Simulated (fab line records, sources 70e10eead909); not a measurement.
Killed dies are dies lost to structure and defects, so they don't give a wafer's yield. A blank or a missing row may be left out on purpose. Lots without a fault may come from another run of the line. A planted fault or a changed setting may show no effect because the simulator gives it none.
fab line records | flow nand_harc
record lots=15 wafers=45 last_day=25
route steps=1159 shown P_CONTACT@237 P_M0@260
lots that met no fault: from a run of the same line without faults
start_h: hours from the record's first day to the start of the lot's first wafer shown | wait_h: hours since the lot's step before | " the same as in the row above | L1.1+2: a row that stands for several wafers | - no value, or no start given | * or withheld: withheld | < > ~ a bound
route shown NAME@n: a module of which the file shows steps, and the number in the route of the first | usual: mean/standard deviation of fault-free wafers | same: alike in all rows | chamber/n: place in a boat | sites: the reading at each site | _std_site: their standard deviation | _edge_site: outer sites' mean less inner sites' | radius_mm: how far each site lies from the wafer's centre | mask NAME#n: copy n | behind: the tool/chamber that last shaped the wafer | hold: why the lot was held/for how many hours/how that ended | device: the transistor (n, p or np) that didn't switch | end of line: the same wafers' tests at the end of the route | a step without rows: its recipe alone | killed: dies lost to structure and defects at the first sort, not the wafer's yield | map: a wafer's dies, x killed, . not, _ none there
set.NAME: the setting as run; set.NAME@STEP: as run at that earlier step | model.NAME: the simulator's own value behind a step, which no gauge read
steps of the route over a sample of lots; a table a step, a row a wafer
services: from which hour (start_h, from the record's first day; less than 0 if before it) a tool's chamber was out of use, for how many hours, and why
## steps
# step NHARC_P_CONTACT_ETCH_36
# recipe target_depth_a=2600 over_etch_frac=0.25 time_s=406.25 ion_energy_ev=200 n2_flow_sccm=150 h2_flow_sccm=150 ar_flow_sccm=0 rf_w=400 bias_w=150 chemistry=N2/H2
# usual bias_w=150.0/0.43 drypump_motor_current_A=5.7/0.46 oes_product_au=1.004/0.014 rf_vpp_V=430.8/2.4 showerhead_plenum_p_Torr=2.05/0.082 throttle_valve_pct=14.171/0.0086
# columns lot.wafer tool chamber start_h wait_h bias_w drypump_motor_current_A oes_product_au rf_hours_counter_h rf_vpp_V showerhead_plenum_p_Torr throttle_valve_pct
L243.1 rie_diel-10 0 - - 150.3 5.7 1.036 11 426.7 1.92 14.170
L243.2 " 1 " " 149.8 5.6 0.997 9 431.2 2.06 14.173
L243.6 " 3 " " 150.9 5.4 0.997 - 431.4 2.08 14.195
L244.4 rie_diel-02 0 - - 149.7 5.8 1.015 14 434.3 2.16 14.181
L244.2 " 2 " " 150.4 5.9 1.004 12 434.4 2.19 14.178
L244.5 " 1 " " 150.5 6.5 1.005 - 429.3 1.99 14.185
L246.4 rie_diel-02 0 - - 150.0 5.9 1.004 16 435.2 2.16 14.172
L246.2 " 1 " " 150.3 6.5 0.982 13 428.1 1.99 14.172
L246.6 " 1 " " 149.7 6.5 0.994 - 429.8 1.99 14.153
L245.3 rie_diel-10 0 - - 150.0 5.7 1.033 13 428.3 1.92 14.154
L245.1 " 2 " " 150.2 5.0 0.996 12 428.6 2.00 14.177
L245.6 " 0 " " 149.8 5.7 1.026 - 428.0 1.92 14.169
L247.4 rie_diel-02 3 - - 150.1 5.8 1.005 16 431.2 2.06 14.169
L247.2 " 0 " " 149.5 5.9 1.009 16 433.5 2.16 14.169
L247.1 " 1 " " 150.4 6.5 0.989 14 430.2 1.99 14.156
L249.1 rie_diel-10 3 - - 149.7 5.4 0.996 14 431.8 2.08 14.162
L249.5 " 0 " " 150.4 5.7 1.028 - 427.1 1.92 14.171
L249.6 " 1 " " 149.6 5.6 1.011 - 431.7 2.06 14.160
L250.2 rie_diel-04 3 - - 150.3 5.6 1.018 8 427.6 1.93 14.178
L250.4 " 0 " " 149.4 6.7 0.994 8 432.7 2.09 14.169
L250.5 " 0 " " 149.9 6.7 0.987 - 430.8 2.09 14.161
L252.2 rie_diel-02 0 - - 150.4 5.9 1.033 1 434.2 2.16 14.167
L252.3 " 2 " " 150.2 5.9 1.009 2 433.8 2.18 14.167
L252.4 " 3 " " 149.8 5.8 1.018 1 431.9 2.06 14.196
L254.1 rie_diel-02 2 - - 149.7 5.9 0.997 2 434.6 2.18 14.171
L254.6 " 3 " " 149.9 5.8 1.008 - 430.7 2.06 14.187
L254.5 " 0 " " 150.2 5.9 1.021 - 432.7 2.16 14.162
L258.2 rie_diel-04 3 - - 149.9 5.6 1.017 24 426.6 1.93 14.179
L258.4 " 1 " " 149.5 4.7 1.016 28 429.5 2.05 14.185
L258.6 " 3 " " 150.3 5.6 1.029 - 427.2 1.93 14.173
L260.1 rie_diel-10 1 - - 149.9 5.6 0.974 1 431.7 2.05 14.160
L260.3 " 3 " " 150.0 5.4 0.994 2 431.6 2.07 14.166
L260.5 " 1 " " 149.6 5.6 0.978 - 431.8 2.05 14.177
L261.2 rie_diel-10 2 - - 149.5 5.0 0.997 3 429.3 2.00 14.164
L261.4 " 3 " " 149.8 5.5 0.997 3 432.6 2.07 14.173
L261.5 " 3 " " 149.8 5.4 0.995 - 429.2 2.07 14.173
L262.3 rie_diel-10 1 - - 150.2 5.6 0.981 4 429.9 2.05 14.172
L262.2 " 3 " " 150.3 5.4 0.999 5 431.8 2.07 14.177
L262.5 " 2 " " 149.7 4.9 1.023 - 429.2 2.00 14.167
L264.1 rie_diel-04 3 - - 149.2 5.6 1.027 43 427.0 1.92 14.163
L264.4 " 0 " " 149.1 6.7 0.999 44 433.0 2.08 14.174
L264.6 " 2 " " 149.8 5.6 1.004 - 431.0 2.08 14.168
L266.2 rie_diel-10 3 - - 150.0 5.4 1.010 6 431.0 2.07 14.170
L266.4 " 1 " " 149.7 5.6 0.996 5 429.9 2.05 14.185
L266.5 " 2 " " 150.7 5.0 0.995 - 430.3 2.00 14.163
# step NHARC_P_CONTACT_STRIP_28
# recipe o2_flow_sccm=500 ar_flow_sccm=0 bias_w=0 chemistry=O2
# usual drypump_motor_current_A=5.7/0.43 oes_product_au=1.002/0.015 rf_vpp_V=57.8/0.91 showerhead_plenum_p_Torr=3.54/0.12 throttle_valve_pct=17.037/0.0096
# same bias_w=0
# columns lot.wafer tool chamber start_h wait_h drypump_motor_current_A oes_product_au rf_hours_counter_h rf_vpp_V showerhead_plenum_p_Torr throttle_valve_pct
L243.1 rie_diel-10 1 113.05 0.2 5.7 1.009 9 57.7 3.56 17.031
L243.2 " 3 " " 5.4 0.999 11 59.5 3.59 17.048
L243.6 " 1 " " 5.7 1.004 - 58.2 3.56 17.035
L244.2 rie_diel-10 3 113.65 0.1 5.5 0.979 11 58.7 3.59 17.048
L244.5 " 0 " " 5.7 1.012 - 56.8 3.34 17.040
L244.4 " 1 " " 5.6 0.989 - 58.6 3.56 17.034
L246.2 rie_diel-10 1 126.29 0.1 5.6 0.997 10 57.6 3.56 17.042
L246.4 " 0 " " 5.7 1.032 12 57.6 3.34 17.016
L246.6 " 1 " " 5.6 1.006 - 58.6 3.56 17.028
L245.1 rie_diel-10 0 133.58 0.1 5.7 1.023 13 57.5 3.34 17.030
L245.3 " 1 " " 5.6 1.004 11 57.6 3.56 17.044
L245.6 " 0 " " 5.7 1.029 - 57.3 3.34 17.033
L247.4 rie_diel-02 0 134.38 0.1 5.9 1.016 17 58.8 3.72 17.029
L247.1 " 1 " " 6.5 0.992 15 59.1 3.44 17.035
L247.2 " 3 " " 5.8 1.001 16 58.9 3.56 17.047
L249.1 rie_diel-10 2 151.86 0.1 4.9 1.002 14 59.2 3.46 17.043
L249.5 " 2 " " 4.9 1.000 - 57.1 3.46 17.039
L249.6 " 3 " " 5.4 0.985 - 57.0 3.58 17.046
L250.2 rie_diel-10 3 152.12 0.1 5.4 1.000 14 58.1 3.58 17.051
L250.4 " 1 " " 5.7 1.009 13 58.2 3.55 17.023
L250.5 " 3 " " 5.5 0.977 - 56.6 3.58 17.029
L252.3 rie_diel-02 0 173.17 0.1 5.9 1.013 2 57.6 3.72 17.018
L252.4 " 1 " " 6.5 0.979 2 57.6 3.44 17.044
L252.2 " 2 " " 5.9 1.005 2 57.8 3.75 17.029
L254.1 rie_diel-02 0 176.00 0.1 5.9 1.019 2 58.8 3.72 17.036
L254.6 " 3 " " 5.8 1.009 - 57.4 3.56 17.040
L254.5 " 0 " " 5.9 1.019 - 57.4 3.72 17.051
L258.2 rie_diel-10 2 197.84 0.1 5.0 1.006 1 59.3 3.46 17.033
L258.4 " 0 " " 5.7 1.018 1 57.1 3.34 17.049
L258.6 " 3 " " 5.4 1.005 - 57.7 3.58 17.030
L260.3 rie_diel-02 2 213.66 0.1 5.9 0.988 5 58.4 3.75 17.019
L260.1 " 0 " " 5.9 1.007 6 58.2 3.72 17.017
L260.5 " 1 " " 6.5 0.980 - 56.7 3.44 17.060
L261.4 rie_diel-02 1 214.05 0.1 6.5 0.979 6 58.7 3.44 17.040
L261.2 " 2 " " 5.9 0.992 5 59.4 3.75 17.055
L261.5 " 1 " " 6.5 0.975 - 57.0 3.44 17.037
L262.2 rie_diel-10 1 232.57 0.1 5.6 0.981 4 57.9 3.55 17.036
L262.3 " 2 " " 5.0 0.994 5 58.6 3.46 17.048
L262.5 " 3 " " 5.4 0.989 - 58.2 3.58 17.056
L264.1 rie_diel-10 0 241.37 0.1 5.7 1.002 4 56.4 3.34 17.019
L264.4 " 2 " " 5.0 1.012 6 57.7 3.46 17.039
L264.6 " 0 " " 5.7 1.000 - 55.6 3.34 17.031
L266.2 rie_diel-02 2 252.97 0.1 5.9 0.999 9 58.8 3.75 17.029
L266.4 " 1 " " 6.5 0.982 9 58.7 3.44 17.053
L266.5 " 3 " " 5.8 1.017 - 58.6 3.55 17.036
# step NHARC_P_M0_EXPOSE_06
# recipe na=1.35 target_cd_nm=90 dose_mj=81.28 mask_id=P_M0
# usual exposure_dose_mJ_cm2=81.23/0.08
# columns lot.wafer tool chamber start_h wait_h mask exposure_dose_mJ_cm2
L243.1 arfi_scanner-02 0 115.98 - P_M0#0 81.20
L243.2 " 0 " " P_M0#0 81.15
L243.6 " 0 " " P_M0#0 81.16
L244.2 arfi_scanner-02 0 120.76 - P_M0#0 81.26
L244.4 " 0 " " P_M0#0 81.33
L244.5 " 0 " " P_M0#0 81.20
L246.2 arfi_scanner-03 0 133.62 - P_M0#0 81.31
L246.4 " 0 " " P_M0#0 81.27
L246.6 " 0 " " P_M0#0 81.35
L245.1 arfi_scanner-03 0 136.44 - P_M0#0 81.22
L245.3 " 0 " " P_M0#0 81.22
L245.6 " 0 " " P_M0#0 81.20
L247.1 arfi_scanner-03 0 137.26 - P_M0#0 81.16
L247.2 " 0 " " P_M0#0 81.26
L247.4 " 0 " " P_M0#0 81.33
L249.1 arfi_scanner-03 0 154.93 - P_M0#0 81.09
L249.5 " 0 " " P_M0#0 81.19
L249.6 " 0 " " P_M0#0 81.10
L250.2 arfi_scanner-01 0 155.09 - P_M0#0 81.29
L250.4 " 0 " " P_M0#0 81.27
L250.5 " 0 " " P_M0#0 81.23
L252.2 arfi_scanner-01 0 176.15 - P_M0#0 81.15
L252.3 " 0 " " P_M0#0 81.17
L252.4 " 0 " " P_M0#0 81.20
L254.1 arfi_scanner-01 0 178.78 - P_M0#0 81.30
L254.5 " 0 " " P_M0#0 81.21
L254.6 " 0 " " P_M0#0 81.19
L258.2 arfi_scanner-02 0 207.09 - P_M0#0 42.79
L258.4 " 0 " " P_M0#0 42.72
L258.6 " 0 " " P_M0#0 42.70
L260.1 arfi_scanner-03 0 217.70 - P_M0#0 81.44
L260.3 " 0 " " P_M0#0 81.38
L260.5 " 0 " " P_M0#0 81.40
L261.2 arfi_scanner-02 0 218.35 - P_M0#0 50.45
L261.4 " 0 " " P_M0#0 50.38
L261.5 " 0 " " P_M0#0 50.42
L262.2 arfi_scanner-02 0 240.13 - P_M0#0 50.87
L262.3 " 0 " " P_M0#0 50.88
L262.5 " 0 " " P_M0#0 50.82
L264.1 arfi_scanner-01 0 244.30 - P_M0#0 81.27
L264.4 " 0 " " P_M0#0 81.29
L264.6 " 0 " " P_M0#0 81.17
L266.2 arfi_scanner-01 0 257.42 - P_M0#0 81.20
L266.4 " 0 " " P_M0#0 81.20
L266.5 " 0 " " P_M0#0 81.22
# step NHARC_P_M0_CD_MEAS_09
# recipe target_cd_nm=90 landing_energy_ev=500
# usual cd_nm=90.1/0.55
# columns lot.wafer tool chamber start_h wait_h cd_nm
L243.1 cd_sem-03 0 116.12 - 90.2
L243.2 " 0 " " 90.0
L243.6 " 0 " " 90.3
L244.2 cd_sem-01 0 120.90 - 90.7
L244.4 " 0 " " 89.8
L244.5 " 0 " " 89.0
L246.2 cd_sem-03 0 133.75 - 90.9
L246.4 " 0 " " 90.3
L246.6 " 0 " " 90.2
L245.1 cd_sem-01 0 136.58 - 90.0
L245.3 " 0 " " 90.8
L245.6 " 0 " " 90.4
L247.1 cd_sem-02 0 137.40 - 90.5
L247.2 " 0 " " 88.7
L247.4 " 0 " " 90.0
L249.1 cd_sem-02 0 155.07 - 89.0
L249.5 " 0 " " 89.1
L249.6 " 0 " " 90.0
L250.2 cd_sem-02 0 155.22 - 90.2
L250.4 " 0 " " 89.2
L250.5 " 0 " " 90.2
L252.2 cd_sem-02 0 176.28 - 89.9
L252.3 " 0 " " 90.1
L252.4 " 0 " " 89.7
L254.1 cd_sem-03 0 178.92 - 90.9
L254.5 " 0 " " 89.4
L254.6 " 0 " " 91.0
L258.2 cd_sem-03 0 207.22 - 50.8
L258.4 " 0 " " 50.9
L258.6 " 0 " " 50.0
L260.1 cd_sem-03 0 217.85 - 89.7
L260.3 " 0 " " 90.5
L260.5 " 0 " " 89.6
L261.2 cd_sem-02 0 218.49 - 60.5
L261.4 " 0 " " 61.1
L261.5 " 0 " " 60.9
L262.2 cd_sem-02 0 240.27 - 60.4
L262.3 " 0 " " 61.8
L262.5 " 0 " " 60.7
L264.1 cd_sem-03 0 244.44 - 90.5
L264.4 " 0 " " 89.6
L264.6 " 0 " " 89.9
L266.2 cd_sem-01 0 257.56 - 89.7
L266.4 " 0 " " 89.8
L266.5 " 0 " " 89.3
# step NHARC_P_M0_STRIP_18
# recipe power_w=1000 n2_flow_sccm=150 h2_flow_sccm=150 ar_flow_sccm=0 bias_w=0 chemistry=N2/H2
# usual drypump_motor_current_A=5.70/0.27 oes_product_au=0.996/0.017 power_w=1000/3 rf_vpp_V=90.8/0.92 showerhead_plenum_p_Torr=2.07/0.093 throttle_valve_pct=14.172/0.0085
# same bias_w=0
# columns lot.wafer tool chamber start_h wait_h drypump_motor_current_A oes_product_au power_w rf_hours_counter_h rf_vpp_V showerhead_plenum_p_Torr throttle_valve_pct
L243.2 rie_diel-12 0 116.69 0.1 5.94 1.018 996 6 89.6 2.06 14.186
L243.1 " 3 " " 5.14 0.985 1000 6 90.8 1.90 14.169
L243.6 " 1 " " 5.62 0.983 994 - 91.5 2.05 14.153
L244.4 rie_diel-01 2 121.47 0.1 6.09 0.968 1005 9 91.5 2.17 14.171
L244.2 " 1 " " 5.41 0.995 999 9 90.0 2.09 14.173
L244.5 " 2 " " 6.07 0.967 1002 - 90.7 2.17 14.180
L246.4 rie_diel-01 2 134.37 0.1 6.03 0.970 1000 10 90.6 2.17 14.163
L246.2 " 3 " " 5.84 0.992 1004 12 89.8 2.04 14.170
L246.6 " 1 " " 5.41 1.000 997 - 91.3 2.09 14.166
L245.1 rie_diel-12 1 137.14 0.1 5.65 0.983 1000 7 90.4 2.05 14.174
L245.3 " 3 " " 5.15 0.981 1004 7 91.1 1.90 14.191
L245.6 " 2 " " 5.53 0.976 996 - 91.2 1.99 14.168
L247.4 rie_diel-12 2 137.96 0.1 5.52 0.989 997 7 90.6 1.99 14.169
L247.1 " 3 " " 5.13 0.985 997 7 89.6 1.90 14.181
L247.2 " 1 " " 5.62 0.986 1001 7 90.9 2.05 14.180
L249.1 rie_diel-09 1 155.65 0.1 5.60 1.014 1002 6 90.7 1.96 14.159
L249.6 " 0 " " 5.85 1.034 1001 - 91.3 2.20 14.166
L249.5 " 1 " " 5.62 1.019 997 - 91.7 1.96 14.169
L250.2 rie_diel-09 1 155.80 0.1 5.64 1.016 1002 6 90.9 1.96 14.164
L250.4 " 2 " " 5.74 0.985 1005 5 88.8 1.98 14.161
L250.5 " 1 " " 5.60 1.012 999 - 89.8 1.96 14.190
L252.2 rie_diel-12 3 176.84 0.1 5.16 0.968 999 11 90.8 1.90 14.181
L252.4 " 0 " " 5.95 1.002 995 10 92.0 2.06 14.171
L252.3 " 2 " " 5.53 0.969 1003 10 90.2 1.99 14.163
L254.1 rie_diel-09 0 179.48 0.1 5.84 1.029 998 7 92.2 2.20 14.154
L254.5 " 0 " " 5.83 1.032 997 - 92.8 2.20 14.170
L254.6 " 1 " " 5.61 1.015 998 - 88.9 1.96 14.174
L258.4 rie_diel-09 3 207.80 0.1 5.30 0.989 1001 8 92.3 2.20 14.172
L258.2 " 0 " " 5.83 1.022 1001 9 92.0 2.20 14.175
L258.6 " 2 " " 5.69 0.984 999 - 90.8 1.98 14.184
L260.3 rie_diel-09 1 218.41 0.1 5.64 1.006 1000 10 89.8 1.96 14.173
L260.1 " 3 " " 5.32 0.983 999 9 91.2 2.20 14.173
L260.5 " 2 " " 5.72 0.977 998 - 90.2 1.98 14.167
L261.2 rie_diel-09 3 219.10 0.1 5.31 0.988 998 9 93.0 2.20 14.170
L261.4 " 0 " " 5.80 1.014 993 10 90.4 2.20 14.178
L261.5 " 1 " " 5.63 1.002 998 - 90.8 1.96 14.140
L262.2 rie_diel-01 0 241.13 0.1 6.06 0.989 994 7 91.7 2.14 14.166
L262.3 " 1 " " 5.45 0.994 1000 7 90.5 2.09 14.181
L262.5 " 3 " " 5.86 0.987 999 - 90.5 2.03 14.164
L264.1 rie_diel-01 0 245.00 0.1 6.09 0.994 999 8 91.3 2.14 14.167
L264.4 " 3 " " 5.88 0.975 1001 7 89.8 2.03 14.155
L264.6 " 0 " " 6.08 0.985 996 - 90.6 2.14 14.161
L266.2 rie_diel-12 3 258.17 0.1 5.15 0.997 993 3 89.9 1.89 14.167
L266.4 " 0 " " 5.95 1.003 1002 3 90.5 2.05 14.172
L266.5 " 1 " " 5.64 0.998 1006 - 90.3 2.04 14.171
## services
# columns tool chamber start_h hours kind
rie_diel-02 2 94.90 9.8 repair
rie_diel-02 3 102.63 5.1 repair
arfi_scanner-03 - 108.94 4.0 pm
rie_diel-10 2 112.56 2.2 repair
arfi_scanner-02 - 126.15 2.9 repair
arfi_scanner-03 - 126.56 0.9 repair
arfi_scanner-01 - 129.00 6.1 repair
rie_diel-12 - 144.09 0.6 repair
arfi_scanner-03 - 148.95 1.6 repair
rie_diel-02 - 150.78 9.0 pm
rie_diel-09 2 164.67 4.8 repair
arfi_scanner-01 - 171.08 0.5 repair
rie_diel-10 - 176.50 9.0 pm
rie_diel-09 - 186.22 0.4 repair
arfi_scanner-01 - 196.00 4.0 pm
rie_diel-12 - 202.41 9.0 pm
rie_diel-10 1 204.97 3.9 repair
rie_diel-10 0 217.32 19.7 repair
rie_diel-02 1 219.32 3.7 repair
rie_diel-02 1 223.10 4.4 repair
rie_diel-10 1 226.61 1.7 repair
arfi_scanner-01 - 250.03 1.1 repair
rie_diel-09 - 254.10 9.0 pm
arfi_scanner-02 - 256.00 4.0 pm
## key
first_sign step=NHARC_P_M0_EXPOSE_06 reading=exposure_dose_mJ_cm2 direction=down sigmas=99+ usual=81.23 struck=48.00
effect step=NHARC_P_M0_CD_MEAS_09 reading=cd_nm direction=down sigmas=59 usual=90.1 struck=57.5 through=control_loop
met_at NHARC_P_M0_EXPOSE_06
struck_lots L258,L261,L262
later_rows_left_out L258.2,L258.4,L258.6,L261.2,L261.4,L261.5,L262.2,L262.3,L262.5
sort_left_out L258.2,L258.4,L258.6,L261.2,L261.4,L261.5,L262.2,L262.3,L262.5
loop_trim step=NHARC_P_M0_EXPOSE_06 setting=dose lots=L261,L262
not_acting_at NHARC_P_CONTACT_ETCH_36,NHARC_P_CONTACT_STRIP_28,NHARC_P_M0_STRIP_18
onset_between 120.76 207.09
fault kind=process_parameter_drift tool=arfi_scanner-02 chamber=- onset_h=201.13 steps=NHARC_P_M0_EXPOSE_06 channel=dose_mj offset=-38.59 shape=step acts_in=these_recipes_only stated=81.28
# sort_left_out: the simulated sort isn't trusted on such a fault, so these wafers' sort isn't shown, and their yield isn't known
# later_rows_left_out: the simulator's readings of these wafers behind a module that went badly wrong aren't trusted and aren't shown, but for the sort
# loop_trim: a control loop set the setting to another value than it would have without faults
